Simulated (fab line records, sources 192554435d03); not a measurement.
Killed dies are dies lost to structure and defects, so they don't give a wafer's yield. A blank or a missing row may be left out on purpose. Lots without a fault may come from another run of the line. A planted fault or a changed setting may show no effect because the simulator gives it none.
fab line records | flow n5_finfet
record lots=7 wafers=39
route steps=1938 shown ZERO_LAYER@16 FIN_SAQP@96 SD_EPI_P@306 MOL_CONTACT_COAG@616 BEOL_M1@751
start_h: hours from the record's first day to the start of the lot's first wafer shown | wait_h: hours since the lot's step before | " the same as in the row above | L1.1+2: a row that stands for several wafers | - no value, or no start given | * or withheld: withheld | < > ~ a bound
route shown NAME@n: a module of which the file shows steps, and the number in the route of the first | usual: mean/standard deviation of fault-free wafers | same: alike in all rows | chamber/n: place in a boat | sites: the reading at each site | _std_site: their standard deviation | _edge_site: outer sites' mean less inner sites' | radius_mm: how far each site lies from the wafer's centre | mask NAME#n: copy n | behind: the tool/chamber that last shaped the wafer | hold: why the lot was held/for how many hours/how that ended | device: the transistor (n, p or np) that didn't switch | end of line: the same wafers' tests at the end of the route | a step without rows: its recipe alone | killed: dies lost to structure and defects at the first sort, not the wafer's yield | map: a wafer's dies, x killed, . not, _ none there
set.NAME: the setting as run; set.NAME@STEP: as run at that earlier step | model.NAME: the simulator's own value behind a step, which no gauge read
lots whose settings were changed on purpose; a table a step, a row a wafer
## steps
# step N5_ZERO_LAYER_ETCH_18
# recipe chemistry=HBr/Cl2 target=Si target_depth_a=1200 time_s=40 pressure_mtorr=10 icp_w=800 bias_w=75 HBr_flow_sccm=150 Cl2_flow_sccm=80
# columns lot.wafer tool chamber start_h wait_h set.target_depth_a model.ZERO_LAYER.feature_depth_nm model.etch.depth_nm model.coat_of_ZERO_LAYER_COAT_05.thk_nm
L076.1 rie_si-06 1 24.94 0.0 487.7 48.62 48.62 956
L076.2 " 3 " " 487.7 46.99 46.99 957.1
L076.3 " 0 " " 1200 118.1 118.1 933.6
L076.4 " 2 " " 1200 125.4 125.4 931.4
L076.5 " 2 " " 1200 124.5 124.5 930.3
L076.6 " 3 " " 487.7 47.15 47.15 960.2
L079.1 rie_si-06 2 42.94 0.0 722.8 75.26 75.26 944.1
L079.2 " 1 " " 1200 121.3 121.3 929
L079.3 " 3 " " 722.8 71.34 71.34 947.9
L079.4 " 0 " " 1200 118.3 118.3 928.7
L079.5 " 3 " " 1200 117.4 117.4 932.5
L079.6 " 0 " " 722.8 71.04 71.04 943
L084.1 rie_si-06 0 72.94 0.0 1200 118.6 118.6 928.8
L084.2 " 1 " " 1200 119.8 119.8 931.9
L084.3 " 2 " " 1200 124.7 124.7 927.5
L084.4 " 3 " " 1713 168 168 912.2
L084.5 " 3 " " 1713 168.4 168.4 913.9
L084.6 " 0 " " 1713 170.1 170.1 913.6
L087.2 rie_si-06 2 90.79 0.0 1200 123.6 123.6 929.9
L087.4 " 0 " " 1200 117.5 117.5 932
L087.5 " 3 " " 1200 115.7 115.7 934.9
L091.1 rie_si-06 2 114.97 0.0 1200 125 125 927.2
L091.2 " 0 " " 1640 160.7 160.7 910.8
L091.3 " 1 " " 1640 163.5 163.5 910.5
L091.4 " 3 " " 1640 160.4 160.4 915.5
L091.5 " 2 " " 1200 124.1 124.1 923.9
L091.6 " 3 " " 1200 117.1 117.1 927.4
L092.1 rie_si-04 3 120.79 0.0 1200 115.9 115.9 931.4
L092.2 " 0 " " 1789 174.4 174.4 910.3
L092.3 " 2 " " 1789 179.3 179.3 911
L092.4 " 1 " " 1200 120.4 120.4 927.9
L092.5 " 1 " " 1789 178 178 910.9
L092.6 " 0 " " 1200 115.9 115.9 927.2
L097.1 rie_si-01 3 152.35 1.2 1609 163.1 163.1 916.2
L097.2 " 0 " " 1200 114 114 932
L097.3 " 2 " " 1200 119 119 935.3
L097.4 " 1 " " 1200 117.8 117.8 932.8
L097.5 " 0 " " 1609 153 153 921.2
L097.6 " 3 " " 1609 163.5 163.5 918.6
# step N5_ZERO_LAYER_STRIP_24
# recipe chemistry=O2 power_w=1000 temp_c=250 overash_fraction=0.3 pressure_mtorr=1000 o2_flow_sccm=6750
# usual strip_time_to_endpoint_s=43.86/0.075
# columns lot.wafer tool chamber start_h wait_h set.target_depth_a@ZERO_LAYER_ETCH_18 strip_time_to_endpoint_s
L076.1 plasma_asher-02 0 25.04 0.1 487.7 44.62
L076.2 " 1 " " 487.7 44.64
L076.3 " 0 " " 1200 43.94
L076.4 " 1 " " 1200 43.87
L076.5 " 0 " " 1200 43.86
L076.6 " 1 " " 487.7 44.74
L079.1 plasma_asher-01 1 43.04 0.1 722.8 44.25
L079.2 " 0 " " 1200 43.80
L079.3 " 0 " " 722.8 44.36
L079.4 " 1 " " 1200 43.79
L079.5 " 1 " " 1200 43.91
L079.6 " 0 " " 722.8 44.22
L084.1 plasma_asher-02 1 73.10 0.1 1200 43.80
L084.2 " 0 " " 1200 43.90
L084.3 " 1 " " 1200 43.77
L084.4 " 0 " " 1713 43.29
L084.5 " 1 " " 1713 43.36
L084.6 " 0 " " 1713 43.35
L087.2 plasma_asher-02 0 90.89 0.1 1200 43.84
L087.4 " 0 " " 1200 43.89
L087.5 " 0 " " 1200 43.98
L091.1 plasma_asher-01 1 115.08 0.1 1200 43.75
L091.2 " 0 " " 1640 43.27
L091.3 " 0 " " 1640 43.25
L091.4 " 1 " " 1640 43.41
L091.5 " 0 " " 1200 43.64
L091.6 " 1 " " 1200 43.76
L092.1 plasma_asher-01 1 120.89 0.1 1200 43.87
L092.2 " 0 " " 1789 43.25
L092.3 " 0 " " 1789 43.27
L092.4 " 1 " " 1200 43.77
L092.5 " 0 " " 1789 43.27
L092.6 " 1 " " 1200 43.75
L097.1 plasma_asher-02 0 152.53 0.1 1609 43.43
L097.2 " 1 " " 1200 43.89
L097.3 " 1 " " 1200 43.99
L097.4 " 0 " " 1200 43.92
L097.5 " 0 " " 1609 43.57
L097.6 " 1 " " 1609 43.49
# step N5_FIN_SAQP_HM_DEP_03
# recipe material=SiNx target_thk_a=380 temp_c=400 precursor=SiH4/NH3/N2 pressure_torr=1.5 rf_w=300 time_s=33.6
# columns lot.wafer tool chamber start_h wait_h set.time_s model.SiNx_of_FIN_SAQP_HM_DEP_03.thk_nm
L076.1 pecvd-04 2 33.89 0.2 33.6 37.52
L076.2 " 0 " " 33.6 37.57
L076.3 " 1 " " 33.6 38.33
L076.4 " 1 " " 33.6 38.9
L076.5 " 0 " " 33.6 38.39
L076.6 " 2 " " 33.6 37.99
L079.1 pecvd-02 2 51.91 0.2 33.6 37.94
L079.2 " 1 " " 49.41 55.01
L079.3 " 0 " " 33.6 37.37
L079.4 " 2 " " 33.6 38.35
L079.5 " 1 " " 49.41 55.69
L079.6 " 0 " " 49.41 56.04
L084.1 pecvd-02 0 81.07 0.2 33.6 38.03
L084.2 " 1 " " 45.5 51.62
L084.3 " 2 " " 33.6 37.92
L084.4 " 0 " " 45.5 51.87
L084.5 " 1 " " 33.6 38.63
L084.6 " 2 " " 45.5 52.28
L087.2 pecvd-01 0 99.94 0.2 33.6 38.07
L087.4 " 1 " " 33.6 39.28
L087.5 " 2 " " 33.6 38.5
L091.1 pecvd-02 2 123.08 0.2 33.6 37.95
L091.2 " 0 " " 33.6 37.05
L091.3 " 1 " " 33.6 37.57
L091.4 " 1 " " 33.6 38.15
L091.5 " 2 " " 33.6 38.3
L091.6 " 0 " " 33.6 38.14
L092.1 pecvd-01 1 128.94 0.2 33.6 38.35
L092.2 " 0 " " 27.38 30.79
L092.3 " 2 " " 33.6 38.05
L092.4 " 0 " " 27.38 31.45
L092.5 " 2 " " 27.38 31.17
L092.6 " 1 " " 33.6 38.72
L097.1 pecvd-01 1 160.63 0.2 19.47 21.76
L097.2 " 0 " " 19.47 22.05
L097.3 " 2 " " 33.6 37.14
L097.4 " 2 " " 33.6 37.51
L097.5 " 0 " " 33.6 37.27
L097.6 " 1 " " 19.47 22.29
# step N5_FIN_SAQP_THK_MEAS_05
# usual thk_nm=38.1/0.57
# columns lot.wafer tool chamber start_h wait_h set.time_s@FIN_SAQP_HM_DEP_03 thk_nm
L076.1 film_metro-01 - 33.98 0.1 33.6 37.5
L076.2 " - " " 33.6 37.5
L076.3 " - " " 33.6 38.4
L076.4 " - " " 33.6 38.9
L076.5 " - " " 33.6 38.3
L076.6 " - " " 33.6 38.0
L079.1 film_metro-02 - 51.99 0.1 33.6 37.9
L079.2 " - " " 49.41 54.9
L079.3 " - " " 33.6 37.4
L079.4 " - " " 33.6 38.4
L079.5 " - " " 49.41 55.7
L079.6 " - " " 49.41 56.0
L084.1 film_metro-01 - 81.16 0.1 33.6 38.0
L084.2 " - " " 45.5 51.6
L084.3 " - " " 33.6 37.9
L084.4 " - " " 45.5 51.9
L084.5 " - " " 33.6 38.6
L084.6 " - " " 45.5 52.3
L087.2 film_metro-01 - 100.02 0.1 33.6 38.1
L087.4 " - " " 33.6 39.3
L087.5 " - " " 33.6 38.5
L091.1 film_metro-02 - 123.17 0.1 33.6 37.9
L091.2 " - " " 33.6 37.0
L091.3 " - " " 33.6 37.6
L091.4 " - " " 33.6 38.1
L091.5 " - " " 33.6 38.3
L091.6 " - " " 33.6 38.1
L092.1 film_metro-01 - 129.03 0.1 33.6 38.4
L092.2 " - " " 27.38 30.8
L092.3 " - " " 33.6 38.0
L092.4 " - " " 27.38 31.4
L092.5 " - " " 27.38 31.2
L092.6 " - " " 33.6 38.8
L097.1 film_metro-01 - 160.72 0.1 19.47 21.7
L097.2 " - " " 19.47 22.0
L097.3 " - " " 33.6 37.2
L097.4 " - " " 33.6 37.5
L097.5 " - " " 33.6 37.3
L097.6 " - " " 19.47 22.4
# step N5_FIN_SAQP_PECVD_47
# recipe material=a-Si target_thk_a=450 temp_c=400 precursor=SiH4/He pressure_torr=3 rf_w=100 time_s=36.3
# step N5_FIN_SAQP_PECVD_48
# recipe material=SiNx target_thk_a=250 temp_c=400 precursor=SiH4/NH3/N2 pressure_torr=1.5 rf_w=300 time_s=22.1
# step N5_FIN_SAQP_MANDREL2_REMOVE_60
# recipe chemistry=HBr/Cl2/O2 bt_time_s=10 target=a-Si stop_on=SiNx endpoint=OES-SiCl over_etch_frac=1 icp_w=600 bias_w=22 HBr_flow_sccm=150 Cl2_flow_sccm=80 O2_flow_sccm=5 pressure_mtorr=10
# step N5_FIN_SAQP_HM_OPEN_33
# recipe chemistry=CH3F/O2 target=SiNx mask_material=SiO2 target_depth_a=494 time_s=70.6 pressure_mtorr=30 source_w=395 bias_w=73 Ar_flow_sccm=150 CH3F_flow_sccm=30 O2_flow_sccm=20 ion_energy_ev=120 ends=cleared
# usual etch_rf_on_time_s=69.8/1.8
# columns lot.wafer tool chamber start_h wait_h set.time_s@FIN_SAQP_HM_DEP_03 etch_rf_on_time_s model.etch.depth_nm
L076.1 rie_diel-05 0 38.55 0.0 33.6 68.7 36.83
L076.2 " 2 " " 33.6 70.8 36.94
L076.3 " 3 " " 33.6 71.1 37.6
L076.4 " 0 " " 33.6 70.7 38.27
L076.5 " 2 " " 33.6 72.4 37.77
L076.6 " 3 " " 33.6 71.4 37.3
L079.1 rie_diel-04 0 56.64 0.0 33.6 68.7 37.01
L079.2 " 1 " " 49.41 102.8 54.39
L079.3 " 2 " " 33.6 69.1 36.72
L079.4 " 2 " " 33.6 71.1 37.72
L079.5 " 1 " " 49.41 103.6 55.04
L079.6 " 0 " " 49.41 102.5 55.12
L084.1 rie_diel-04 0 85.69 0.0 33.6 69.7 37.41
L084.2 " 1 " " 45.5 97.3 50.88
L084.3 " 2 " " 33.6 70.2 37.29
L084.4 " 3 " " 45.5 94.1 51.18
L084.5 " 3 " " 33.6 69.4 38
L084.6 " 2 " " 45.5 98.2 51.65
L087.2 rie_diel-06 2 104.58 0.0 33.6 69.4 37.44
L087.4 " 0 " " 33.6 72.9 38.58
L087.5 " 2 " " 33.6 70.8 37.81
L091.1 rie_diel-05 2 127.94 0.1 33.6 70.8 37.32
L091.2 " 1 " " 33.6 66.3 36.36
L091.3 " 3 " " 33.6 70.3 36.84
L091.4 " 0 " " 33.6 68.4 37.52
L091.5 " 0 " " 33.6 68.6 37.68
L091.6 " 1 " " 33.6 68.3 37.51
L092.1 rie_diel-04 0 133.63 0.0 33.6 70.3 37.72
L092.2 " 1 " " 27.38 57.3 30.08
L092.3 " 3 " " 33.6 67.8 37.24
L092.4 " 0 " " 27.38 57.6 30.82
L092.5 " 3 " " 27.38 55.7 30.37
L092.6 " 1 " " 33.6 71.7 38.01
L097.1 rie_diel-05 0 165.39 0.0 19.47 40.1 21.13
L097.2 " 1 " " 19.47 39.6 21.34
L097.3 " 2 " " 33.6 70.5 36.51
L097.4 " 2 " " 33.6 70.6 36.7
L097.5 " 0 " " 33.6 69.0 36.64
L097.6 " 1 " " 19.47 39.8 21.58
# step N5_FIN_SAQP_ETCH_34
# recipe chemistry=C4F6/O2 target=SiO2 target_depth_a=450 time_s=15 ion_energy_ev=250 pressure_mtorr=30 source_w=345 bias_w=185 Ar_flow_sccm=300 C4F6_flow_sccm=10 O2_flow_sccm=10 ends=cleared
# columns lot.wafer tool chamber start_h wait_h set.time_s@FIN_SAQP_HM_DEP_03 model.SiNx_of_FIN_SAQP_HM_DEP_03.thk_nm
L076.1 rie_diel-05 0 38.62 0.0 33.6 33.8
L076.2 " 2 " " 33.6 34
L076.3+5 " 3,2 " " 33.6 34.8
L076.4 " 0 " " 33.6 35.4
L076.6 " 3 " " 33.6 34.4
L079.1 rie_diel-04 0 56.71 0.0 33.6 34.2
L079.2 " 1 " " 49.41 51.4
L079.3 " 2 " " 33.6 33.8
L079.4 " 2 " " 33.6 34.8
L079.5 " 1 " " 49.41 52
L079.6 " 0 " " 49.41 52.2
L084.1 rie_diel-04 0 85.76 0.0 33.6 34.6
L084.2 " 1 " " 45.5 47.8
L084.3 " 2 " " 33.6 34.4
L084.4 " 3 " " 45.5 48.2
L084.5 " 3 " " 33.6 35
L084.6 " 2 " " 45.5 48.8
L087.2 rie_diel-06 2 104.65 0.0 33.6 34.6
L087.4 " 0 " " 33.6 35.8
L087.5 " 2 " " 33.6 34.8
L091.1 rie_diel-05 2 128.01 0.0 33.6 34.4
L091.2 " 1 " " 33.6 33.4
L091.3 " 3 " " 33.6 34
L091.4+6 " 0,1 " " 33.6 34.6
L091.5 " 0 " " 33.6 34.8
L092.1 rie_diel-04 0 133.70 0.0 33.6 34.8
L092.2 " 1 " " 27.38 27
L092.3 " 3 " " 33.6 34.4
L092.4 " 0 " " 27.38 28
L092.5 " 3 " " 27.38 27.4
L092.6 " 1 " " 33.6 35
L097.1 rie_diel-05 0 165.46 0.0 19.47 18.2
L097.2 " 1 " " 19.47 18.4
L097.3+5 " 2,0 " " 33.6 33.6
L097.4 " 2 " " 33.6 33.8
L097.6 " 1 " " 19.47 18.6
# step N5_SD_EPI_P_DESCUM_14
# recipe chemistry=O2 time_s=7.9 source_power_w=50 bias_power_w=20 pressure_mtorr=20 rf_frequency_hz=2.712e+07 temp_c=40 resist=CAR-ArF-block o2_flow_sccm=225
# columns lot.wafer tool chamber start_h wait_h set.time_s model.CAR-ArF-block_of_SD_EPI_P_COAT_03.thk_nm
L076.1 rie_diel-01 2 65.86 0.0 11.87 141
L076.2 " 3 " " 11.87 141.4
L076.3 " 1 " " 7.9 143.8
L076.4 " 1 " " 11.87 141.2
L076.5 " 2 " " 7.9 143.6
L076.6 " 3 " " 7.9 144.2
L079.1+5 rie_diel-03 0 83.41 0.0 5.246 145.2
L079.2 " 2 " " 7.9 143.6
L079.3 " 3 " " 5.246 145.8
L079.4 " 2 " " 7.9 143.8
L079.6 " 3 " " 7.9 144
L084.1 rie_diel-02 1 113.91 0.1 7.9 143.2
L084.2+4 " 0,2 " " 7.9 143.4
L084.3 " 3 " " 11.54 141.4
L084.5 " 1 " " 11.54 141.6
L084.6 " 0 " " 11.54 142
L087.2 rie_diel-02 2 130.95 0.0 7.9 143.8
L087.4 " 1 " " 7.9 143.6
L087.5 " 0 " " 7.9 144
L091.1+2 rie_diel-01 3,0 157.18 0.0 7.9 144
L091.3 " 1 " " 7.9 143.4
L091.4 " 2 " " 7.9 143.8
L091.5+6 " 0,3 " " 7.9 143.6
L092.1+4 rie_diel-01 0,2 163.27 0.0 7.9 142.8
L092.2 " 1 " " 7.9 143.2
L092.3+5 " 3,0 " " 7.9 143
L092.6 " 3 " " 7.9 143.4
L097.1 rie_diel-02 0 193.41 0.0 10.11 142.8
L097.2+3 " 3,1 " " 7.9 144
L097.4 " 2 " " 10.11 141.8
L097.5 " 0 " " 10.11 142.2
L097.6 " 3 " " 7.9 143
# step N5_SD_EPI_P_ETCH_36
# recipe chemistry=CF4 target=SiARC target_depth_a=455 mask_material=CAR-ArF-block time_s=75.8 ion_energy_ev=80 pressure_mtorr=40 source_w=545 bias_w=36 Ar_flow_sccm=100 cf4_flow_sccm=100 ends=cleared
# columns lot.wafer tool chamber start_h wait_h set.time_s@SD_EPI_P_DESCUM_14 model.CAR-ArF-block_of_SD_EPI_P_COAT_03.thk_nm
L076.1 rie_diel-01 2 65.90 0.0 11.87 108.4
L076.2+4 " 3,1 " " 11.87 108.6
L076.3 " 1 " " 7.9 111.2
L076.5 " 2 " " 7.9 111
L076.6 " 3 " " 7.9 111.6
L079.1+5 rie_diel-03 0 83.44 0.0 5.246 112.6
L079.2+4 " 2 " " 7.9 111.2
L079.3 " 3 " " 5.246 113.2
L079.6 " 3 " " 7.9 111.4
L084.1 rie_diel-02 1 113.95 0.0 7.9 110.8
L084.2+4 " 0,2 " " 7.9 111
L084.3 " 3 " " 11.54 109
L084.5 " 1 " " 11.54 109.2
L084.6 " 0 " " 11.54 109.4
L087.2 rie_diel-02 2 130.99 0.0 7.9 111.4
L087.4 " 1 " " 7.9 111.2
L087.5 " 0 " " 7.9 111.6
L091.1+2 rie_diel-01 3,0 157.21 0.0 7.9 111.4
L091.3 " 1 " " 7.9 111
L091.4+5+6 " 2,0,3 " " 7.9 111.2
L092.1+4 rie_diel-01 0,2 163.30 0.0 7.9 110.2
L092.2+6 " 1,3 " " 7.9 110.8
L092.3 " 3 " " 7.9 110.6
L092.5 " 0 " " 7.9 110.4
L097.1 rie_diel-02 0 193.45 0.0 10.11 110.2
L097.2+3 " 3,1 " " 7.9 111.4
L097.4 " 2 " " 10.11 109.2
L097.5 " 0 " " 10.11 109.6
L097.6 " 3 " " 7.9 110.4
# step N5_MOL_CONTACT_COAG_ETCH_124
# recipe chemistry=CH3F/O2 target=SiNx target_depth_a=65 mask_material=SOC stop_on=SiOC over_etch_frac=0.3 ion_energy_ev=120 pressure_mtorr=30 source_w=395 bias_w=73 Ar_flow_sccm=150 CH3F_flow_sccm=30 O2_flow_sccm=20 ends=end_point
# columns lot.wafer tool chamber start_h wait_h set.target_depth_a model.SOC_of_MOL_CONTACT_COAG_COAT_62.thk_nm
L076.1+6 rie_diel-04 2,0 110.66 0.0 65 48.4
L076.2 " 0 " " 39.22 49.4
L076.3 " 1 " " 65 48.2
L076.4+5 " 3 " " 39.22 49.2
L079.1 rie_diel-05 0 130.66 0.0 65 48.2
L079.2 " 3 " " 65 48.4
L079.3 " 1 " " 87.58 46.6
L079.4 " 2 " " 87.58 47.6
L079.5 " 0 " " 65 48
L079.6 " 3 " " 87.58 47.4
L084.1 rie_diel-06 1 159.20 0.0 79.32 46.8
L084.2+4 " 2,0 " " 65 48.4
L084.3 " 3 " " 65 47.6
L084.5 " 2 " " 79.32 47.6
L084.6 " 3 " " 79.32 47
L087.2 rie_diel-05 0 177.92 0.0 65 48.2
L087.4+5 " 0,2 " " 65 48.6
L091.1+5 rie_diel-05 1 202.60 0.0 65 47.8
L091.2+3+6 " 2,3,2 " " 75.14 48
L091.4 " 3 " " 65 48.6
L092.1 rie_diel-06 3 210.97 0.0 99.12 46.2
L092.2 " 2 " " 99.12 47
L092.3+6 " 1,3 " " 65 48
L092.4 " 1 " " 99.12 46.6
L092.5 " 2 " " 65 48.6
L097.1+6 rie_diel-04 3 243.21 0.0 102.7 46.6
L097.2+4+5 " 2,1,2 " " 65 48.8
L097.3 " 0 " " 102.7 46.8
# step N5_BEOL_M1_ILD_DEP_00
# recipe material=SiOC target_thk_a=790 temp_c=350 precursor=DEMS/O2 pressure_torr=5 rf_w=500 time_s=15.3
# columns lot.wafer tool chamber start_h wait_h set.target_thk_a model.SiOC_of_BEOL_M1_ILD_DEP_00.thk_nm
L076.1 pecvd-03 1 129.36 0.0 1222 121.8
L076.2 " 0 " " 1222 122
L076.3 " 2 " " 790 79
L076.4+6 " 1,0 " " 790 79.8
L076.5 " 2 " " 1222 124.2
L079.1 pecvd-04 1 148.93 0.0 790 79.8
L079.2 " 2 " " 790 78.2
L079.3 " 0 " " 790 77.6
L079.4 " 0 " " 790 78.6
L079.5 " 1 " " 790 82
L079.6 " 2 " " 790 79.6
L084.1 pecvd-04 0 176.88 0.0 790 77.4
L084.2 " 1 " " 790 80.6
L084.3 " 2 " " 1159 115.2
L084.4 " 2 " " 1159 115.6
L084.5 " 1 " " 790 81.6
L084.6 " 0 " " 1159 115.4
L087.2 pecvd-04 2 198.22 0.0 790 78
L087.4 " 2 " " 790 79
L087.5 " 0 " " 790 77.4
L091.1 pecvd-02 0 220.92 0.0 575.6 58
L091.2 " 1 " " 790 78.8
L091.3 " 0 " " 790 79.8
L091.4 " 1 " " 575.6 58.6
L091.5 " 0 " " 790 79
L091.6 " 1 " " 575.6 59
L092.1 pecvd-04 0 231.33 0.0 937.9 92
L092.2 " 2 " " 790 78
L092.3 " 0 " " 937.9 94.2
L092.4 " 2 " " 937.9 94.6
L092.5 " 0 " " 790 78.6
L092.6 " 2 " " 790 79.6
L097.1 pecvd-04 1 265.57 0.0 647.6 64.4
L097.2 " 2 " " 647.6 64
L097.3 " 0 " " 790 77
L097.4 " 1 " " 790 80.6
L097.5 " 2 " " 647.6 64.2
L097.6 " 0 " " 790 78.6
# step N5_BEOL_M1_THK_MEAS_01
# recipe reads=SiOC_of_BEOL_M1_ILD_DEP_00
# usual M1_ILD_THK=79.1/1.3
# columns lot.wafer tool chamber start_h wait_h set.target_thk_a@BEOL_M1_ILD_DEP_00 M1_ILD_THK[nm]
L076.1 film_metro-02 - 129.43 0.0 1222 121.7
L076.2 " - " " 1222 122.0
L076.3 " - " " 790 79.0
L076.4 " - " " 790 79.8
L076.5 " - " " 1222 124.2
L076.6 " - " " 790 79.7
L079.1 film_metro-01 - 149.00 0.0 790 79.8
L079.2 " - " " 790 78.2
L079.3 " - " " 790 77.6
L079.4 " - " " 790 78.6
L079.5 " - " " 790 82.1
L079.6 " - " " 790 79.8
L084.1 film_metro-01 - 176.95 0.0 790 77.4
L084.2 " - " " 790 80.6
L084.3 " - " " 1159 115.1
L084.4 " - " " 1159 115.6
L084.5 " - " " 790 81.4
L084.6 " - " " 1159 115.4
L087.2 film_metro-01 - 198.29 0.1 790 78.0
L087.4 " - " " 790 79.1
L087.5 " - " " 790 77.4
L091.1 film_metro-02 - 221.00 0.1 575.6 58.1
L091.2 " - " " 790 78.7
L091.3 " - " " 790 79.8
L091.4 " - " " 575.6 58.5
L091.5 " - " " 790 79.0
L091.6 " - " " 575.6 58.9
L092.1 film_metro-02 - 231.41 0.1 937.9 92.0
L092.2 " - " " 790 78.1
L092.3 " - " " 937.9 94.3
L092.4 " - " " 937.9 94.7
L092.5 " - " " 790 78.7
L092.6 " - " " 790 79.6
L097.1 film_metro-01 - 265.64 0.0 647.6 64.3
L097.2 " - " " 647.6 64.0
L097.3 " - " " 790 77.0
L097.4 " - " " 790 80.6
L097.5 " - " " 647.6 64.3
L097.6 " - " " 790 78.5
## key
split step=N5_ZERO_LAYER_ETCH_18 setting=target_depth_a stated=1200 by=wafer
response step=N5_ZERO_LAYER_ETCH_18 reading=model.ZERO_LAYER.feature_depth_nm change=+1.2 per=1% r=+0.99
response step=N5_ZERO_LAYER_ETCH_18 reading=model.etch.depth_nm change=+1.2 per=1% r=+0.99
response step=N5_ZERO_LAYER_ETCH_18 reading=model.coat_of_ZERO_LAYER_COAT_05.thk_nm change=-0.399 per=1% r=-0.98
response step=N5_ZERO_LAYER_STRIP_24 reading=strip_time_to_endpoint_s change=* per=1% r=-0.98
split step=N5_FIN_SAQP_HM_DEP_03 setting=time_s stated=33.6 by=wafer
response step=N5_FIN_SAQP_HM_DEP_03 reading=model.SiNx_of_FIN_SAQP_HM_DEP_03.thk_nm change=+0.375 per=1% r=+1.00
response step=N5_FIN_SAQP_THK_MEAS_05 reading=thk_nm change=* per=1% r=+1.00
response step=N5_FIN_SAQP_HM_OPEN_33 reading=etch_rf_on_time_s change=* per=1% r=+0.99
response step=N5_FIN_SAQP_HM_OPEN_33 reading=model.etch.depth_nm change=+0.375 per=1% r=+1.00
response step=N5_FIN_SAQP_ETCH_34 reading=model.SiNx_of_FIN_SAQP_HM_DEP_03.thk_nm change=+0.374 per=1% r=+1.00
split step=N5_SD_EPI_P_DESCUM_14 setting=time_s stated=7.9 by=wafer
response step=N5_SD_EPI_P_DESCUM_14 reading=model.CAR-ArF-block_of_SD_EPI_P_COAT_03.thk_nm change=-0.0463 per=1% r=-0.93
response step=N5_SD_EPI_P_ETCH_36 reading=model.CAR-ArF-block_of_SD_EPI_P_COAT_03.thk_nm change=-0.0469 per=1% r=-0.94
split step=N5_MOL_CONTACT_COAG_ETCH_124 setting=target_depth_a stated=65 by=wafer
response step=N5_MOL_CONTACT_COAG_ETCH_124 reading=model.SOC_of_MOL_CONTACT_COAG_COAT_62.thk_nm change=-0.0314 per=1% r=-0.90
split step=N5_BEOL_M1_ILD_DEP_00 setting=target_thk_a stated=790 by=wafer
response step=N5_BEOL_M1_ILD_DEP_00 reading=model.SiOC_of_BEOL_M1_ILD_DEP_00.thk_nm change=+0.778 per=1% r=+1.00
response step=N5_BEOL_M1_THK_MEAS_01 reading=M1_ILD_THK change=+0.778 per=1% r=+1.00
